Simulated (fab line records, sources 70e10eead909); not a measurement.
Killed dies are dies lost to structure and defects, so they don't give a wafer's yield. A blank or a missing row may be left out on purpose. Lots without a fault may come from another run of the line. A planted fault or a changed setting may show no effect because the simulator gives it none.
Which tool did it? | flow nand_harc | 6 lots, 18 wafers sampled, at 2 steps of a route of 1302

WHAT THE GAUGES READ, wafer by wafer
NHARC_P_ZERO_WELL_CD_MEAS_37: target cd 720 nm.
lot  | measured     | on        | cd_nm (nm)
L721 | day 2 10:28  | cd_sem-01 | 719.3 721.7 721.6
L726 | day 4 12:08  | cd_sem-02 | 719.3 720.6 720.9
L728 | day 5 08:31  | cd_sem-01 | 719.9 719.9 717.6
L732 | day 7 00:11  | cd_sem-01 | - - -
L741 | day 10 18:02 | cd_sem-01 | 719.6 721.2 719.2
L743 | day 11 13:58 | cd_sem-02 | 721.2 719.8 720.6

WHICH TOOL RAN EACH LOT (tool, then ch and the chambers of the sampled wafers, then the start)
lot  | NHARC_P_ZERO_WELL_EXPOSE_34
L721 | krf_scanner-03 ch 0, day 2 10:19
L726 | krf_scanner-04 ch 0, day 4 11:59
L728 | krf_scanner-01 ch 0, day 5 08:22
L732 | krf_scanner-04 ch 0, day 7 00:02
L741 | krf_scanner-04 ch 0, day 10 17:53
L743 | krf_scanner-04 ch 0, day 11 13:49
- NHARC_P_ZERO_WELL_EXPOSE_34: exposes mask P PWELL, target cd 720 nm.

THE ANSWER, worked out from the rows above alone
Rule: what is usual is taken from the lots themselves. Put in order of their means at a reading, lots are off if they are a third of the lots or fewer, leave a main group of 4 or more, and stand apart from it by a gap of 3 or more times the standard deviation of the main group's means; of several such gaps the widest counts. A main group whose means are all the same, to the digits that the tables above print for the reading, isn't used. A lot without any number at a reading at which 4 lots or more have one is off too. The other lots that the step has rows for count as sound.
Off: L732, at NHARC_P_ZERO_WELL_CD_MEAS_37 (cd_nm). Without a number there: L732. The main group: mean 720.2 nm, standard deviation 0.59.
A tool fits if, at a process step before that reading, it ran every lot that is off, and no sound lot after the first of them. The gauges at NHARC_P_ZERO_WELL_CD_MEAS_37 are tried like those tools. None of those tried fits.

WHAT THE SIMULATOR HAD PUT IN
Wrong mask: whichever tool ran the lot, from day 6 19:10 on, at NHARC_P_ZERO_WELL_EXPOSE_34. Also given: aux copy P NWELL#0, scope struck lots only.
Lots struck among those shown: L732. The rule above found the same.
